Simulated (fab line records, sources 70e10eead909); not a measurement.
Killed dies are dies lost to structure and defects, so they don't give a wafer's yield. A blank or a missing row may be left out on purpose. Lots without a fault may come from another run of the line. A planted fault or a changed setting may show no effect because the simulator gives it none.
Which tool did it? | flow nand_harc | 13 lots, 39 wafers sampled, at 6 steps of a route of 1159

WHAT THE GAUGES READ, wafer by wafer
NHARC_A_ONON_D1_THK_MEAS_18: measures by ellipsometry.
lot  | measured     | on            | thk_nm (nm)
L414 | day 8 09:01  | film_metro-01 | 994 996 995
L415 | day 8 14:07  | film_metro-01 | 1004 1004 1001
L416 | day 8 22:18  | film_metro-01 | 997 996 996
L417 | day 8 22:18  | film_metro-02 | 1010 1011 1011
L419 | day 9 02:11  | film_metro-02 | 986 984 986
L418 | day 9 02:10  | film_metro-02 | 1013 1012 1013
L421 | day 9 14:31  | film_metro-01 | 985 983 982
L422 | day 10 10:57 | film_metro-01 | 985 985 985
L424 | day 10 15:01 | film_metro-02 | 990 991 989
L433 | day 12 18:22 | film_metro-01 | 992 990 991
L434 | day 13 12:18 | film_metro-02 | 998 998 1000
L435 | day 13 12:17 | film_metro-01 | 972 975 973
L436 | day 14 01:46 | film_metro-02 | 1006 1004 1005

NHARC_A_ONON_D1_THK_MEAS_24: measures by ellipsometry.
lot  | measured     | on            | thk_nm (nm)
L414 | day 8 10:10  | film_metro-02 | 996 997 996
L415 | day 8 15:15  | film_metro-02 | 994 992 994
L416 | day 8 23:25  | film_metro-01 | 982 983 984
L417 | day 8 23:26  | film_metro-02 | 1013 1011 1013
L419 | day 9 03:19  | film_metro-02 | 1007 1008 1007
L418 | day 9 03:18  | film_metro-01 | 1007 1007 1006
L421 | day 9 15:39  | film_metro-02 | 1025 1023 1022
L422 | day 10 12:05 | film_metro-02 | 700 702 701
L424 | day 10 16:10 | film_metro-02 | 703 700 701
L433 | day 12 19:31 | film_metro-02 | 1008 1009 1007
L434 | day 13 13:26 | film_metro-01 | 992 995 995
L435 | day 13 13:26 | film_metro-02 | 1012 1011 1011
L436 | day 14 02:55 | film_metro-02 | 996 995 993

NHARC_A_ONON_D1_INSPECT_32.
lot  | measured     | on                | raw_defect_count
L414 | day 8 11:56  | defect_inspect-01 | 94 64 70
L415 | day 8 16:57  | defect_inspect-02 | 73 80 56
L416 | day 9 01:08  | defect_inspect-01 | 121 76 83
L417 | day 9 01:09  | defect_inspect-01 | 78 84 96
L419 | day 9 05:01  | defect_inspect-01 | 105 163 90
L418 | day 9 04:57  | defect_inspect-02 | 46 58 65
L421 | day 9 17:20  | defect_inspect-02 | 135 79 89
L422 | day 10 13:52 | defect_inspect-02 | 82 81 74
L424 | day 10 17:50 | defect_inspect-01 | 98 90 97
L433 | day 12 21:19 | defect_inspect-02 | 45 54 38
L434 | day 13 15:07 | defect_inspect-01 | 60 47 62
L435 | day 13 15:05 | defect_inspect-01 | 101 57 73
L436 | day 14 04:36 | defect_inspect-02 | 55 69 88

NHARC_END_SORT_01.
lot  | measured     | on        | killed_at_array | killed_at_other | killed_at_periphery | killed_dies | killed_open | killed_short
L422 | day 21 13:46 | prober-01 | 671 675 671     | 5 0 3           | 1 2 3               | 677 677 677 | 2 2 4       | 2 0 3
L424 | day 21 14:36 | prober-02 | 672 670 673     | 0 0 0           | 5 7 4               | 677 677 677 | 3 4 2       | 4 3 0

WHICH TOOL RAN EACH LOT (tool, then ch and the chambers of the sampled wafers, then the start)
lot  | NHARC_P_BONDPAD_STRIP_15           | NHARC_A_ONON_D1_DEP_22
L414 | rie_diel-13 ch 1,2,3, day 6 23:11  | pecvd_onon-03 ch 0, day 8 09:41
L415 | rie_diel-06 ch 0,1, day 7 03:06    | pecvd_onon-01 ch 0, day 8 14:47
L416 | rie_diel-08 ch 0,2,3, day 7 08:56  | pecvd_onon-01 ch 0, day 8 22:58
L417 | rie_diel-08 ch 0,2, day 7 12:04    | pecvd_onon-02 ch 0, day 8 22:59
L419 | rie_diel-13 ch 0,1,2, day 7 14:45  | pecvd_onon-03 ch 0, day 9 02:52
L418 | rie_diel-08 ch 1,3, day 7 14:59    | pecvd_onon-02 ch 0, day 9 02:54
L421 | rie_diel-08 ch 2,3, day 8 05:10    | pecvd_onon-02 ch 0, day 9 15:12
L422 | rie_diel-13 ch 0,2,3, day 8 19:55  | pecvd_onon-02 ch 0, day 10 11:35
L424 | rie_diel-08 ch 0,1,3, day 9 03:08  | pecvd_onon-02 ch 0, day 10 15:42
L433 | rie_diel-08 ch 1,3, day 11 04:58   | pecvd_onon-03 ch 0, day 12 19:07
L434 | rie_diel-08 ch 0,2,3, day 11 23:19 | pecvd_onon-03 ch 0, day 13 12:55
L435 | rie_diel-13 ch 1,2, day 12 01:51   | pecvd_onon-01 ch 0, day 13 13:02
L436 | rie_diel-08 ch 0,1, day 12 14:01   | pecvd_onon-02 ch 0, day 14 02:27
- NHARC_P_BONDPAD_STRIP_15: strips in O2.
- NHARC_A_ONON_D1_DEP_22: target thk 1000 nm.

WHAT THE TOOLS THEMSELVES READ (means of the sampled wafers that have a number; where no wafer has one, the mark that the record gives instead)
NHARC_P_BONDPAD_STRIP_15.
lot  | tool        | drypump_motor_current_A (A) | o2_flow_sccm (sccm) | oes_product_au (a.u.) | rf_vpp_V (V) | showerhead_plenum_p_Torr (Torr) | throttle_valve_pct (%)
L414 | rie_diel-13 | 5.6                         | 499.1               | 1.004                 | 57.4         | 3.41                            | 17.024
L415 | rie_diel-06 | 5.5                         | 499.0               | 0.996                 | 57.6         | 3.41                            | 17.039
L416 | rie_diel-08 | 5.9                         | 499.2               | 0.993                 | 57.3         | 3.53                            | 17.033
L417 | rie_diel-08 | 5.9                         | 499.8               | 1.003                 | 58.2         | 3.61                            | 17.043
L419 | rie_diel-13 | 5.4                         | 500.4               | 1.001                 | 58.0         | 3.53                            | 17.038
L418 | rie_diel-08 | 6.2                         | 499.2               | 0.991                 | 57.5         | 3.40                            | 17.040
L421 | rie_diel-08 | 5.9                         | 499.6               | 0.997                 | 57.4         | 3.45                            | 17.033
L422 | rie_diel-13 | 5.6                         | 501.4               | 1.012                 | 57.1         | 3.43                            | 17.042
L424 | rie_diel-08 | 6.2                         | 502.1               | 1.002                 | 56.7         | 3.48                            | 17.042
L433 | rie_diel-08 | 6.2                         | 497.7               | 0.990                 | 58.2         | 3.40                            | 17.037
L434 | rie_diel-08 | 5.9                         | 500.7               | 0.998                 | 57.8         | 3.53                            | 17.031
L435 | rie_diel-13 | 5.5                         | 498.7               | 1.003                 | 58.0         | 3.40                            | 17.033
L436 | rie_diel-08 | 6.5                         | 498.9               | 0.997                 | 57.3         | 3.49                            | 17.032

THE ANSWER, worked out from the rows above alone
Rule: what is usual is taken from the lots themselves. Put in order of their means at a reading, lots are off if they are a third of the lots or fewer, leave a main group of 4 or more, and stand apart from it by a gap of 3 or more times the standard deviation of the main group's means; of several such gaps the widest counts. A main group whose means are all the same, to the digits that the tables above print for the reading, isn't used. A lot without any number at a reading at which 4 lots or more have one is off too. The other lots that the step has rows for count as sound. The gauges are gone through in route order, then the tools' own readings, and for those a lot's mean is taken as printed above. The first step at which some lot is off is used, and at that step the reading that is off furthest; a lot without a number counts as furthest.
Off: L422, L424, at NHARC_A_ONON_D1_THK_MEAS_24 (thk_nm). The main group: mean 1003 nm, standard deviation 11.
A tool fits if, at a process step before that reading, it ran every lot that is off, and no sound lot after the first of them. The gauges at NHARC_A_ONON_D1_THK_MEAS_24 are tried like those tools. None of those tried fits.

WHAT THE SIMULATOR HAD PUT IN
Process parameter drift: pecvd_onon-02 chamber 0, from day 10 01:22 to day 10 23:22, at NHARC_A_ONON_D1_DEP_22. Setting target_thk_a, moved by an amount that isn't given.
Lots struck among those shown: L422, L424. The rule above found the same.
